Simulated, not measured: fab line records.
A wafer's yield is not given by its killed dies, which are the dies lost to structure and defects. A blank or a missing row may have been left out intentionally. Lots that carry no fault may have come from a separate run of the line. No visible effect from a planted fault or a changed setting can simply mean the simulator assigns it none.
A single fault, viewed from 3 desks || flow n5 finfet || each desk has only its own numbers; what lay behind them comes last

## THE METROLOGY DESK
Lot by lot, what the gauges showed, no matter which tool ran the lot: averages of those sampled wafers that carry a number. Marked OUT: a lot whose mean sits more than 4 standard deviations from the usual mean, which makes it out of limits; the brackets give that distance. 7 of its 12 readings are shown, namely those furthest out on some lot.
Columns: A = cd nm at N5_BEOL_M0_CUTY_CD_MEAS_57, usual 199.5 nm; B = DIBL_N at N5_BEOL_M4_RC_MEAS_101, usual 36.1 mV/V; C = DIBL_P at N5_BEOL_M4_RC_MEAS_101, usual 36 mV/V; D = ION_N at N5_BEOL_M4_RC_MEAS_101, usual 674 uA/um; E = ION_P at N5_BEOL_M4_RC_MEAS_101, usual 462 uA/um; F = VT_N at N5_BEOL_M4_RC_MEAS_101, usual 249 mV; G = VT_P at N5_BEOL_M4_RC_MEAS_101, usual -250 mV
{"lot": "L725", "first seen here": "day 7 13:32", "A": 199.0, "B": 36.8, "C": 37, "D": 673, "E": 455, "F": 251, "G": -252}
{"lot": "L729", "first seen here": "day 7 22:58", "A": 198.7, "B": 32.4, "C": 32, "D": 651, "E": 453, "F": 256, "G": -252}
{"lot": "L732", "first seen here": "day 8 20:07", "A": 197.8, "B": 35.5, "C": 35, "D": 669, "E": 463, "F": 252, "G": -252}
{"lot": "L736", "first seen here": "day 9 19:41", "A": 199.6, "B": 37.8, "C": 38, "D": 684, "E": 466, "F": 246, "G": -250}
{"lot": "L738", "first seen here": "day 10 04:19", "A": 200.3, "B": 35.2, "C": 34, "D": 683, "E": 474, "F": 245, "G": -248}
{"lot": "L741", "first seen here": "day 11 01:54", "A": 199.0, "B": 35.9, "C": 38, "D": 679, "E": 469, "F": 246, "G": -246}
{"lot": "L743", "first seen here": "day 11 10:07", "A": 199.9, "B": 37.7, "C": 39, "D": 681, "E": 464, "F": 249, "G": -249}
Finding of this desk: none of the 7 lots has anything out of limits.

## DESK OF THE TOOL OWNER: rie diel-04
The tool's own readings at N5_BEOL_M0_CUTY_DESCUM_61 (chemistry O2, time 7.9 s): means of the sampled wafers that have a number, for each lot that ran on this tool. Marked OUT: a lot whose mean sits more than 4 standard deviations from the usual mean, which makes it out of limits; the brackets give that distance.
Columns: A = drypump motor current A at N5_BEOL_M0_CUTY_DESCUM_61, usual 5.66 A; B = oes product au at N5_BEOL_M0_CUTY_DESCUM_61, usual 0.80 a.u.; C = rf vpp V at N5_BEOL_M0_CUTY_DESCUM_61, usual 243.2 V; D = showerhead plenum p Torr at N5_BEOL_M0_CUTY_DESCUM_61, usual 2.09 Torr; E = throttle valve pct at N5_BEOL_M0_CUTY_DESCUM_61, usual 20.46 %
{"lot": "L725", "first seen here": "day 7 13:38", "A": 5.49, "B": 0.80, "C": 244.3, "D": 2.14, "E": 20.63}
{"lot": "L729", "first seen here": "day 7 23:04", "A": 5.51, "B": 0.80, "C": 243.1, "D": 2.14, "E": 20.64}
{"lot": "L732", "first seen here": "day 8 20:12", "A": 5.51, "B": 0.79, "C": 243.6, "D": 2.13, "E": 20.52}
{"lot": "L736", "first seen here": "day 9 19:51", "A": 5.59, "B": 0.83, "C": 243.4, "D": 2.12, "E": 20.55}
{"lot": "L738", "first seen here": "day 10 04:24", "A": 5.87, "B": 0.92, "C": 242.4, "D": 2.06, "E": 20.49}
Finding of this desk: none of the 5 lots has anything out of limits.

## THE DEFECT DESK
Counts from the inspections along the route, per lot, as means over the sampled wafers that have a number. Marked OUT: a lot whose mean sits more than 4 standard deviations from the usual mean, which makes it out of limits; the brackets give that distance.
Columns: A = raw defect count at N5_BEOL_M0_CUTY_INSPECT_59, usual 2.2
{"lot": "L725", "first seen here": "day 7 13:36", "A": 3.7}
{"lot": "L729", "first seen here": "day 7 23:02", "A": 1.7}
{"lot": "L732", "first seen here": "day 8 20:10", "A": 2.0}
{"lot": "L736", "first seen here": "day 9 19:44", "A": 2.5}
{"lot": "L738", "first seen here": "day 10 04:22", "A": 1.0}
{"lot": "L741", "first seen here": "day 11 01:57", "A": 2.0}
{"lot": "L743", "first seen here": "day 11 10:10", "A": 1.0}
Finding of this desk: none of the 7 lots has anything out of limits.

## BROUGHT TOGETHER
Metrology desk: nothing out of limits seen.
The tool owner's desk saw nothing out of limits.
Nothing out of limits was seen by the defect desk.

## WHAT WAS PUT IN BY THE SIMULATOR
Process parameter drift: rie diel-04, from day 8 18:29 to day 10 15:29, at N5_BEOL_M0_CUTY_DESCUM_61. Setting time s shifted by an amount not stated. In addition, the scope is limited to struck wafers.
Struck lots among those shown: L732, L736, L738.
